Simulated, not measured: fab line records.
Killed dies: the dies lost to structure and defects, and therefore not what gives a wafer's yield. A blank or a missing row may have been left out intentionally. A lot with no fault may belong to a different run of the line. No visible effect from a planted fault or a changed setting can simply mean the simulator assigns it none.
fab line records ; flow nand-harc
record lots=6; wafers=18; last-day=24
route steps=1159 shown P_CONTACT@234 END@1159
lots that met no fault: taken from a fault-free run of the same line
start-h: the number of hours between the record's first day and the start of the first shown wafer of the lot ; wait-h: hours elapsed since this lot's preceding step ; " repeats the value in the row above ; L1.1+2: a row that stands for several wafers ; - either no value or no given start ; * or withheld: withheld ; < > ~ a bound
route shown NAME@n: a module of which the file shows steps, and the number in the route of the first ; usual: the fault-free wafers' mean and standard deviation ; same: alike in all rows ; chamber/n: place in a boat ; sites: per-site readings ; _std_site: the values' standard deviation ; _edge_site: mean of outer sites minus mean of inner sites ; radius-mm: for every site, how far away it sits from the centre of the wafer ; mask NAME#n: copy n ; behind: the last tool/chamber to shape the wafer ; hold: why the lot was held/for how many hours/how that ended ; device: names the non-switching transistor (n, p or np) ; end of line: at the end of the route, the tests of the same wafers ; for a step that has no rows: nothing shown but its recipe ; killed: dies that structure and defects cost at the first sort, which is not the same as the wafer's yield ; map: shows each die of a wafer: x if killed, . if not, _ if none is there
set.NAME: setting as actually run; set.NAME@STEP: the setting as run at that earlier step ; model.NAME: the simulator's own value behind a step, which no gauge read
certain route steps with their lots: each step a table, each wafer a row
services: the hour from which a tool's chamber was out of use, counted from the record's first day as start-h (under 0 if before that day), plus the number of hours and why
## steps
# step NHARC_P_CONTACT_INSPECT_14
# usual raw-defect-count=3.8/2.2
lot.wafer;tool;chamber;start-h;wait-h;raw-defect-count
L386.4;defect-inspect-02;-;116.60;0.0;5
L386.5;defect-inspect-02;-;116.60;0.0;3
L386.6;defect-inspect-02;-;116.60;0.0;4
L385.1;defect-inspect-02;-;116.83;0.0;4
L385.4;defect-inspect-02;-;116.83;0.0;2
L385.6;defect-inspect-02;-;116.83;0.0;4
L387.1;defect-inspect-02;-;117.87;0.0;3
L387.4;defect-inspect-02;-;117.87;0.0;4
L387.6;defect-inspect-02;-;117.87;0.0;4
L390.3;defect-inspect-02;-;141.51;0.0;3
L390.5;defect-inspect-02;-;141.51;0.0;7
L390.6;defect-inspect-02;-;141.51;0.0;4
L406.2;defect-inspect-02;-;242.95;0.0;2
L406.3;defect-inspect-02;-;242.95;0.0;1
L406.4;defect-inspect-02;-;242.95;0.0;2
L407.4;defect-inspect-02;-;243.88;0.0;3
L407.5;defect-inspect-02;-;243.88;0.0;3
L407.6;defect-inspect-02;-;243.88;0.0;4
# step NHARC_P_CONTACT_DESCUM_17
# recipe time-s=3; o2-flow-sccm=200; ar-flow-sccm=0; bias-power-w=0; chemistry=O2
# usual chamber-pressure-mTorr=60.00/0.057; drypump-motor-current-A=5.8/0.44; oes-product-au=1.003/0.01; rf-vpp-V=58.0/0.83; showerhead-plenum-p-Torr=1.94/0.069; throttle-valve-pct=11.311/0.0093
lot.wafer;tool;chamber;start-h;wait-h;chamber-pressure-mTorr;drypump-motor-current-A;oes-product-au;rf-hours-counter-h;rf-vpp-V;showerhead-plenum-p-Torr;throttle-valve-pct
L386.4;rie-diel-10;0;116.66;0.1;59.95;5.9;0.997;10;58.4;1.86;11.310
L386.5;rie-diel-10;3;116.66;0.1;60.06;6.0;0.995;-;58.1;1.84;11.295
L386.6;rie-diel-10;0;116.66;0.1;60.02;5.8;0.997;-;56.6;1.86;11.307
L385.1;rie-diel-07;3;116.95;0.1;59.96;5.1;0.972;20;58.0;1.94;11.325
L385.4;rie-diel-07;0;116.95;0.1;59.94;5.4;1.006;19;58.0;1.98;11.322
L385.6;rie-diel-07;1;116.95;0.1;60.01;6.6;0.991;-;58.3;1.92;11.313
L387.1;rie-diel-07;2;117.93;0.1;60.07;6.1;0.985;21;59.3;1.89;11.307
L387.4;rie-diel-07;0;117.93;0.1;60.00;5.3;1.001;20;57.4;1.98;11.315
L387.6;rie-diel-07;3;117.93;0.1;59.94;5.1;0.982;-;58.1;1.94;11.324
L390.3;rie-diel-04;0;141.57;0.1;59.98;4.8;0.997;2;59.3;1.96;11.320
L390.5;rie-diel-04;0;141.57;0.1;59.89;4.8;0.993;-;57.8;1.96;11.320
L390.6;rie-diel-04;2;141.57;0.1;60.05;5.6;1.006;-;59.3;2.04;11.321
L406.3;rie-diel-04;3;243.01;0.1;59.92;6.2;1.016;14;56.8;2.00;11.323
L406.4;rie-diel-04;1;243.01;0.1;60.01;5.9;1.006;9;58.2;2.01;11.317
L406.2;rie-diel-04;2;243.01;0.1;59.99;5.6;1.007;14;58.1;2.04;11.321
L407.4;rie-diel-10;3;243.94;0.1;60.01;6.0;1.021;7;56.7;1.83;11.322
L407.6;rie-diel-10;3;243.94;0.1;59.96;5.9;1.014;-;57.5;1.83;11.329
L407.5;rie-diel-10;0;243.94;0.1;60.06;5.8;1.016;-;58.2;1.86;11.304
# step NHARC_P_CONTACT_ETCH_35
# recipe target-depth-a=390; over-etch-frac=0.3; time-s=65; ion-energy-ev=80; cf4-flow-sccm=150; ar-flow-sccm=0; rf-w=300; bias-w=100; chemistry=CF4
# step NHARC_P_CONTACT_ETCH_36
# recipe target-depth-a=2600; over-etch-frac=0.25; time-s=406.25; ion-energy-ev=200; n2-flow-sccm=150; h2-flow-sccm=150; ar-flow-sccm=0; rf-w=400; bias-w=150; chemistry=N2/H2
# usual chamber-pressure-mTorr=30.002/0.027; drypump-motor-current-A=5.8/0.44; n2-flow-sccm=150.0/0.4; oes-product-au=1.001/0.0097; rf-vpp-V=431.5/2.1; showerhead-plenum-p-Torr=2.07/0.074; throttle-valve-pct=14.171/0.0096
# same over-etch-frac=0.25
lot.wafer;tool;chamber;start-h;wait-h;chamber-pressure-mTorr;drypump-motor-current-A;n2-flow-sccm;oes-product-au;rf-hours-counter-h;rf-vpp-V;showerhead-plenum-p-Torr;throttle-valve-pct
L386.4;rie-diel-10;1;-;-;30.026;6.1;150.3;0.994;10;430.7;2.03;14.176
L386.5;rie-diel-10;2;-;-;30.014;5.5;150.0;0.992;-;432.2;2.05;14.188
L386.6;rie-diel-10;3;-;-;30.028;6.0;150.5;1.000;-;428.9;1.96;14.155
L385.4;rie-diel-07;2;-;-;30.008;6.2;149.6;1.001;21;429.3;2.01;14.168
L385.1;rie-diel-07;1;-;-;29.988;6.7;149.9;1.005;20;431.5;2.05;14.177
L385.6;rie-diel-07;2;-;-;29.956;6.2;150.1;0.995;-;430.0;2.01;14.168
L387.4;rie-diel-07;2;-;-;29.996;6.2;150.4;0.997;21;430.7;2.01;14.164
L387.1;rie-diel-07;3;-;-;29.985;5.1;149.9;0.983;21;431.4;2.07;14.153
L387.6;rie-diel-07;1;-;-;30.034;6.7;150.0;0.993;-;430.8;2.05;14.160
L390.3;rie-diel-04;2;-;-;30.036;5.6;150.1;1.009;3;434.0;2.18;14.173
L390.6;rie-diel-04;0;-;-;29.929;4.8;150.2;1.010;-;432.0;2.09;14.165
L390.5;rie-diel-04;2;-;-;30.006;5.6;149.7;1.011;-;432.9;2.18;14.176
L406.2;rie-diel-04;1;-;-;30.039;5.9;150.3;1.006;9;432.2;2.15;14.173
L406.3;rie-diel-04;3;-;-;30.006;6.2;149.7;1.016;14;433.3;2.13;14.166
L406.4;rie-diel-04;0;-;-;29.971;4.8;149.8;0.998;13;432.4;2.08;14.188
L407.4;rie-diel-10;1;-;-;29.963;6.1;150.4;0.999;8;431.0;2.02;14.163
L407.5;rie-diel-10;0;-;-;29.995;5.9;150.5;1.002;-;428.5;1.98;14.160
L407.6;rie-diel-10;1;-;-;29.972;6.1;150.0;0.996;-;430.6;2.02;14.169
# step NHARC_P_CONTACT_ETCH_18
# recipe target-depth-a=4810; time-s=240.5; c4f8-flow-sccm=20; o2-flow-sccm=10; ar-flow-sccm=withheld; rf-w=600; bias-w=1500; chemistry=C4F8/O2/Ar
# usual chamber-pressure-mTorr=24.999/0.021; oes-product-au=0.963/0.018; rf-vpp-V=980/4.8
lot.wafer;tool;chamber;start-h;wait-h;chamber-pressure-mTorr;oes-product-au;rf-hours-counter-h;rf-vpp-V
L386.4;rie-diel-10;3;-;-;25.012;0.938;9;975
L386.5;rie-diel-10;3;-;-;24.999;0.944;-;975
L386.6;rie-diel-10;0;-;-;25.004;0.959;-;975
L385.1;rie-diel-07;0;-;-;24.978;0.966;20;982
L385.4;rie-diel-07;1;-;-;24.980;0.946;20;978
L385.6;rie-diel-07;0;-;-;25.014;0.966;-;982
L387.4;rie-diel-07;2;-;-;24.997;0.944;21;976
L387.1;rie-diel-07;3;-;-;25.015;0.929;21;981
L387.6;rie-diel-07;3;-;-;25.012;0.925;-;981
L390.3;rie-diel-04;0;-;-;25.009;0.956;3;981
L390.5;rie-diel-04;3;-;-;25.043;0.952;-;985
L390.6;rie-diel-04;0;-;-;25.021;0.950;-;981
L406.2;rie-diel-04;1;-;-;25.013;0.923;10;984
L406.3;rie-diel-04;3;-;-;25.035;0.921;14;984
L406.4;rie-diel-04;0;-;-;24.992;0.930;13;979
L407.4;rie-diel-10;0;-;-;25.023;0.971;7;973
L407.6;rie-diel-10;2;-;-;24.996;0.968;-;979
L407.5;rie-diel-10;3;-;-;24.956;0.978;-;972
# step NHARC_P_CONTACT_STRIP_37
# recipe c4f8-flow-sccm=withheld; o2-flow-sccm=8; ar-flow-sccm=withheld; bias-w=0; chemistry=C4F8/O2/Ar
# step NHARC_P_CONTACT_ETCH_31
# recipe target-depth-a=300; time-s=85.7; ion-energy-ev=120; over-etch-frac=1; ch3f-flow-sccm=50; o2-flow-sccm=30; ar-flow-sccm=200; rf-w=500; bias-w=100; chemistry=CH3F/O2
# step NHARC_P_CONTACT_CD_MEAS_19
# usual cd-nm=89.9/1.4
lot.wafer;tool;chamber;start-h;wait-h;cd-nm
L386.4;cd-sem-02;-;117.58;-;87.8
L386.5;cd-sem-02;-;117.58;-;88.5
L386.6;cd-sem-02;-;117.58;-;90.4
L385.1;cd-sem-03;-;117.87;-;89.0
L385.4;cd-sem-03;-;117.87;-;89.5
L385.6;cd-sem-03;-;117.87;-;92.1
L387.1;cd-sem-01;-;119.25;-;88.1
L387.4;cd-sem-01;-;119.25;-;89.9
L387.6;cd-sem-01;-;119.25;-;89.8
L390.3;cd-sem-02;-;142.60;-;88.4
L390.5;cd-sem-02;-;142.60;-;90.3
L390.6;cd-sem-02;-;142.60;-;90.0
L406.2;cd-sem-03;-;244.37;-;90.3
L406.3;cd-sem-03;-;244.37;-;88.1
L406.4;cd-sem-03;-;244.37;-;91.3
L407.4;cd-sem-03;-;244.82;-;89.9
L407.5;cd-sem-03;-;244.82;-;90.0
L407.6;cd-sem-03;-;244.82;-;90.7
# step NHARC_P_CONTACT_STRIP_28
# recipe o2-flow-sccm=500; ar-flow-sccm=0; bias-w=0; chemistry=O2
# usual chamber-pressure-mTorr=60.00/0.056; drypump-motor-current-A=5.8/0.43; oes-product-au=1.002/0.011; rf-vpp-V=57.8/0.98; showerhead-plenum-p-Torr=3.55/0.11; throttle-valve-pct=17.038/0.009
lot.wafer;tool;chamber;start-h;wait-h;chamber-pressure-mTorr;drypump-motor-current-A;oes-product-au;rf-hours-counter-h;rf-vpp-V;showerhead-plenum-p-Torr;throttle-valve-pct
L386.4;rie-diel-07;0;117.65;0.1;59.98;5.3;1.002;20;58.1;3.65;17.038
L386.5;rie-diel-07;0;117.65;0.1;60.03;5.3;0.999;-;55.6;3.65;17.048
L386.6;rie-diel-07;1;117.65;0.1;59.96;6.7;1.000;-;57.5;3.54;17.027
L385.1;rie-diel-07;3;117.98;0.1;59.90;5.1;0.979;21;57.7;3.58;17.025
L385.4;rie-diel-07;0;117.98;0.1;60.01;5.3;0.999;20;59.5;3.65;17.032
L385.6;rie-diel-07;3;117.98;0.1;60.00;5.1;0.988;-;57.2;3.58;17.041
L387.4;rie-diel-07;1;119.36;0.1;60.08;6.7;0.994;20;57.8;3.54;17.047
L387.1;rie-diel-07;2;119.36;0.1;59.98;6.2;0.998;22;56.6;3.48;17.037
L387.6;rie-diel-07;1;119.36;0.1;59.96;6.7;0.994;-;58.2;3.54;17.050
L390.3;rie-diel-10;3;142.67;0.1;60.05;5.9;0.999;12;57.2;3.40;17.045
L390.6;rie-diel-10;3;142.67;0.1;59.99;6.0;1.002;-;55.3;3.40;17.032
L390.5;rie-diel-10;0;142.67;0.1;60.06;5.9;0.997;-;57.1;3.44;17.046
L406.2;rie-diel-04;0;244.46;0.1;60.05;4.8;1.005;13;57.8;3.60;17.034
L406.3;rie-diel-04;1;244.46;0.1;59.96;6.0;1.008;10;57.4;3.70;17.025
L406.4;rie-diel-04;2;244.46;0.1;60.03;5.7;1.007;14;58.9;3.74;17.033
L407.4;rie-diel-04;1;244.90;0.1;59.88;5.9;1.010;10;58.7;3.70;17.040
L407.5;rie-diel-04;0;244.90;0.1;59.94;4.8;1.009;-;58.3;3.60;17.049
L407.6;rie-diel-04;1;244.90;0.1;60.10;6.0;1.007;-;59.1;3.70;17.031
# step NHARC_P_CONTACT_STRIP_29
# recipe time-s=1200; temp-c=72.5; chemistry=post-etch-residue-remover
# step NHARC_P_CONTACT_DEGAS_38
# recipe temp-c=300; time-s=60
# usual heater-power-w=476/46
lot.wafer;tool;chamber;start-h;wait-h;heater-power-w
L386.4;pvd-sputter-03;-;118.28;-;492
L386.5;pvd-sputter-03;-;118.28;-;495
L386.6;pvd-sputter-03;-;118.28;-;478
L385.1;pvd-sputter-03;-;118.63;-;552
L385.4;pvd-sputter-03;-;118.63;-;506
L385.6;pvd-sputter-03;-;118.63;-;540
L387.1;pvd-sputter-03;-;119.99;-;494
L387.4;pvd-sputter-03;-;119.99;-;547
L387.6;pvd-sputter-03;-;119.99;-;466
L390.3;pvd-sputter-01;-;143.31;-;500
L390.5;pvd-sputter-01;-;143.31;-;507
L390.6;pvd-sputter-01;-;143.31;-;422
L406.4;pvd-sputter-02;-;245.08;-;575
L406.2;pvd-sputter-02;-;245.08;-;519
L406.3;pvd-sputter-02;-;245.08;-;430
L407.4;pvd-sputter-01;-;245.55;-;408
L407.5;pvd-sputter-01;-;245.55;-;439
L407.6;pvd-sputter-01;-;245.55;-;452
# step NHARC_P_CONTACT_PRE_CLEAN_39
# recipe time-s=19.5; bias-v=250; gas=Ar
# step NHARC_P_CONTACT_PVD_32
# recipe target-thk-a=50; chamber-pressure-pa=5; power-w=5000; substrate-temp-c=200; time-s=17.7; material=Ti
# usual cathode-dc-power-W=4999.9/0.86; throttle-valve-pct=29.9/1.4
lot.wafer;tool;chamber;start-h;wait-h;cathode-dc-power-W;throttle-valve-pct
L386.4;pvd-sputter-03;-;118.42;-;4998.6;27.9
L386.5;pvd-sputter-03;-;118.42;-;5000.8;30.8
L386.6;pvd-sputter-03;-;118.42;-;4999.8;28.0
L386.4;pvd-sputter-03;-;118.68;-;4999.5;28.1
L386.5;pvd-sputter-03;-;118.68;-;4999.3;31.2
L386.6;pvd-sputter-03;-;118.68;-;5001.0;27.9
L385.4;pvd-sputter-03;-;118.77;-;5000.4;30.9
L385.1;pvd-sputter-03;-;118.77;-;5000.2;30.4
L385.6;pvd-sputter-03;-;118.77;-;4999.4;28.1
L387.4;pvd-sputter-03;-;120.12;-;4999.8;30.6
L387.1;pvd-sputter-03;-;120.12;-;4999.0;30.4
L387.6;pvd-sputter-03;-;120.12;-;5001.8;30.9
L390.3;pvd-sputter-01;-;143.45;-;5001.1;29.7
L390.5;pvd-sputter-01;-;143.45;-;4999.8;27.2
L390.6;pvd-sputter-01;-;143.45;-;4999.6;29.8
L390.3;pvd-sputter-01;-;143.70;-;4999.9;29.8
L390.5;pvd-sputter-01;-;143.70;-;5001.7;26.9
L390.6;pvd-sputter-01;-;143.70;-;5000.3;30.0
L406.2;pvd-sputter-02;-;245.21;-;5000.1;29.7
L406.3;pvd-sputter-02;-;245.21;-;4999.4;29.9
L406.4;pvd-sputter-02;-;245.21;-;4999.7;29.7
L407.4;pvd-sputter-01;-;245.66;-;5001.4;26.9
L407.6;pvd-sputter-01;-;245.66;-;5000.4;32.3
L407.5;pvd-sputter-01;-;245.66;-;4999.6;27.0
# step NHARC_P_CONTACT_ALD_22
# recipe target-thk-a=30; pulse-time-s=1; ald-cycles=150; temp-c=450; material=TiN
# step NHARC_END_SORT_01
# recipe temp-c=25
# usual killed-at-array=26/10; killed-at-other=0.5/0.87; killed-at-periphery=3.0/2.5; killed-dies=29/11; killed-open=3.3/1.9; killed-short=1.8/1.5
# same gross-dies=677
lot.wafer;tool;chamber;start-h;wait-h;killed-at-array;killed-at-other;killed-at-periphery;killed-dies;killed-open;killed-short
L387.1;prober-01;0;442.02;2.5;13;0;3;16;3;1
L387.4;prober-01;0;444.40;3.4;12;1;2;15;3;4
L387.6;prober-01;0;445.99;4.0;8;1;2;11;2;0
L385.1;prober-01;0;460.34;2.5;31;0;4;35;4;1
L385.4;prober-01;0;462.74;3.4;26;0;1;27;3;1
L385.6;prober-01;0;464.33;4.0;36;0;6;42;7;2
# killed by level:class
L387.1 A_CHANNEL_HOLE_D1:chamber-film-flake=4 A_CONTACT:chamber-film-flake=3 P_ZERO_WELL:chamber-film-flake=2 A_CHANNEL_FILL_D1:chamber-film-flake=2 P_GATE:geometric-particle:open=1 A_ONON_D1:geometric-particle:short=1 A_CONTACT:geometric-particle:open=1 A_BLC:geometric-particle:open=1
L387.4 A_M0:geometric-particle:open=2 A_CHANNEL_HOLE_D1:chamber-film-flake=2 A_CONTACT:chamber-film-flake=2 P_CONTACT:geometric-particle:short=1 A_ONON_D1:geometric-particle:short=1 A_WL_FILL:geometric-particle:short=1 A_CONTACT:geometric-particle:open=1 A_M1:geometric-particle:short=1
L387.6 A_CHANNEL_FILL_D1:chamber-film-flake=2 P_CONTACT:geometric-particle:open=1 A_BLC:geometric-particle:open=1 P_ZERO_WELL:chamber-film-flake=1 A_CHANNEL_HOLE_D1:chamber-film-flake=1 A_STAIRCASE:chamber-film-flake=1 A_SLIT:chamber-film-flake=1 A_WL_FILL:chamber-film-flake=1
L385.1 A_CHANNEL_HOLE_D1:chamber-film-flake=13 A_SLIT:chamber-film-flake=11 A_CONTACT:chamber-film-flake=2 P_GATE:geometric-particle:open=1 P_CONTACT:geometric-particle:open=1 P_M2:geometric-particle:open=1 A_CHANNEL_HOLE_D1:geometric-particle:short=1 A_CONTACT:geometric-particle:open=1
L385.4 A_CHANNEL_HOLE_D1:chamber-film-flake=13 A_SLIT:chamber-film-flake=6 A_CONTACT:geometric-particle:open=2 A_WL_FILL:chamber-film-flake=1 A_WL_FILL:geometric-particle:short=1 A_BLC:geometric-particle:open=1 P_ZERO_WELL:chamber-film-flake=1 A_ZERO_WELL:chamber-film-flake=1
L385.6 A_CHANNEL_HOLE_D1:chamber-film-flake=17 A_SLIT:chamber-film-flake=9 A_ZERO_WELL:chamber-film-flake=4 P_GATE:geometric-particle:open=2 A_CONTACT:chamber-film-flake=2 P_STI:geometric-particle:open=1 P_CONTACT:geometric-particle:open=1 P_M0:geometric-particle:open=1
## services
tool;chamber;start-h;hours;kind
rie-diel-10;2;92.99;6.9;repair
pvd-sputter-03;-;102.00;10.0;pm
rie-diel-10;3;104.98;9.9;repair
rie-diel-07;0;108.15;1.7;repair
rie-diel-07;0;109.95;-;clean
rie-diel-07;1;109.95;-;clean
rie-diel-07;2;109.95;-;clean
rie-diel-07;3;109.95;-;clean
rie-diel-04;-;111.92;9.0;pm
pvd-sputter-02;-;124.96;1.4;repair
rie-diel-04;1;129.67;19.8;repair
pvd-sputter-01;-;131.36;2.0;repair
rie-diel-07;0;134.46;-;clean
rie-diel-07;1;134.46;-;clean
pvd-sputter-01;-;143.99;1.0;repair
pvd-sputter-01;-;158.07;10.0;pm
rie-diel-10;-;176.50;9.0;pm
pvd-sputter-02;-;182.51;2.1;repair
pvd-sputter-02;-;192.38;2.9;repair
rie-diel-10;0;201.07;1.8;repair
pvd-sputter-02;-;215.40;10.0;pm
pvd-sputter-01;-;217.98;2.5;repair
rie-diel-07;2;220.26;4.4;repair
rie-diel-07;-;228.35;9.0;pm
## key
first-sign step=NHARC_P_CONTACT_PVD_32; reading=visit; direction=added
effect none on later readings
met-at NHARC_P_CONTACT_PVD_32
struck-wafers L386.4,L386.5,L386.6,L390.3,L390.5,L390.6
tester-left-out L386,L390
fault kind=repeated-step-whole; tool=pvd-sputter-01,pvd-sputter-02,pvd-sputter-03; chamber=-; onset-h=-; steps=NHARC_P_CONTACT_PVD_32; times=1; scope=struck-lots-only
# tester-left-out: of these lots the tester's yield and bins aren't shown, on N5 and GAA mostly nor the transistor test; their killed dies are dies lost to structure and defects alone, not to doping, threshold or leakage, so they don't give the yield
